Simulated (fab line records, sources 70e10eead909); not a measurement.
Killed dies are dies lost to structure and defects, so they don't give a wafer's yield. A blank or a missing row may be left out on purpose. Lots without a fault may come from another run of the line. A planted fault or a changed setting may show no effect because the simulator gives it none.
A struck lot beside a sound one | flow nand_harc | 13 steps out of a route of 1159
Sound: wafers L575.3, L575.4, L575.5. Struck: wafers L587.3, L587.4, L587.6. The cause comes at the end.
At each step with rows: each side's tool, then ch and its chambers, then its first start. Under that, the readings that differ: sound wafers | struck wafers | difference of the means | sigmas: that difference in standard deviations of wafers without a fault.
alike: readings whose means differ by less than 2 such deviations, and words and numbers that are the same on both sides. not compared: withheld readings, readings that some wafer has no value for, bounds like >300 that may hide the same value, and numbers for which the record gives no deviation and whose values overlap.
The two part at a step that has a row with sigmas, a row that says differs or no value, or rows on one side only. Numbers that don't overlap but have no deviation are shown without sigmas and don't part them. A reading that every wafer of one side lacks parts them only if that side has two wafers or more.

first, 5 steps without rows for these wafers: NHARC_A_STAIRCASE_EBR_180; NHARC_A_STAIRCASE_EXPOSE_181 (exposes mask STAIR 2); NHARC_A_STAIRCASE_PEB_182 (peb time 130 s); NHARC_A_STAIRCASE_DEVELOP_183 (time 140 s); NHARC_A_STAIRCASE_HARDBAKE_185 (time 140 s).
NHARC_A_STAIRCASE_DESCUM_186: chemistry O2, time 3 s.
  sound on rie_diel-01 ch 0,2, day 11 12:32; struck on rie_diel-03 ch 0,2, day 14 21:55
  alike: drypump_motor_current_A, oes_product_au, rf_vpp_V, showerhead_plenum_p_Torr, throttle_valve_pct
  not compared: rf_hours_counter_h
NHARC_A_STAIRCASE_TRIM_187: chemistry O2, time 211.2 s.
  sound on rie_diel-01 ch 0,1,2, day 11 12:42; struck on rie_diel-03 ch 0,2,3, day 14 22:04
  alike: drypump_motor_current_A, oes_product_au, rf_vpp_V, showerhead_plenum_p_Torr, throttle_valve_pct
  not compared: rf_hours_counter_h
NHARC_A_STAIRCASE_ETCH_188: etches the open film in C4F8/O2, target depth 100 nm, time 40.5 s.
  sound on rie_diel-01 ch 1,3; struck on rie_diel-03 ch 0,2
  alike: bias_w, oes_product_au, rf_fwd_power_W, rf_vpp_V
  not compared: rf_hours_counter_h
NHARC_A_STAIRCASE_TRIM_189: chemistry O2, time 211.2 s.
  sound on rie_diel-01 ch 0,1,3; struck on rie_diel-03 ch 0,2,3
  alike: drypump_motor_current_A, oes_product_au, rf_vpp_V, showerhead_plenum_p_Torr, throttle_valve_pct
  not compared: rf_hours_counter_h
NHARC_A_STAIRCASE_ETCH_190: etches the open film in C4F8/O2, target depth 100 nm, time 40.5 s.
  sound on rie_diel-01 ch 1,3; struck on rie_diel-03 ch 0,2,3
  reading               | sound             | struck            | difference | sigmas
  oes_product_au (a.u.) | 0.931 0.931 0.927 | 0.961 0.953 0.964 | +0.030     | +2
  alike: bias_w, rf_fwd_power_W, rf_vpp_V
  not compared: rf_hours_counter_h
then, 1 step without rows for these wafers: NHARC_A_STAIRCASE_TRIM_191 (chemistry O2, time 211.2 s).
NHARC_A_STAIRCASE_ETCH_192: etches the open film in C4F8/O2, target depth 100 nm, time 40.5 s.
  sound on rie_diel-01 ch 0,2, day 11 13:24; struck on rie_diel-03 ch 2,3, day 15 00:44
  reading               | sound             | struck            | difference | sigmas
  oes_product_au (a.u.) | 0.944 0.941 0.933 | 0.850 0.858 0.847 | -0.088     | -7
  rf_fwd_power_W (W)    | 597.1 591.7 592.3 | 496.4 496.2 494.6 | -98.0      | -43
  alike: bias_w, rf_vpp_V
  not compared: rf_hours_counter_h
then, 1 step without rows for these wafers: NHARC_A_STAIRCASE_TRIM_193 (chemistry O2, time 211.2 s).

WHERE THEY PART
First at NHARC_A_STAIRCASE_ETCH_190; last, within this record, at NHARC_A_STAIRCASE_ETCH_192.

WHY: what the simulator had put in
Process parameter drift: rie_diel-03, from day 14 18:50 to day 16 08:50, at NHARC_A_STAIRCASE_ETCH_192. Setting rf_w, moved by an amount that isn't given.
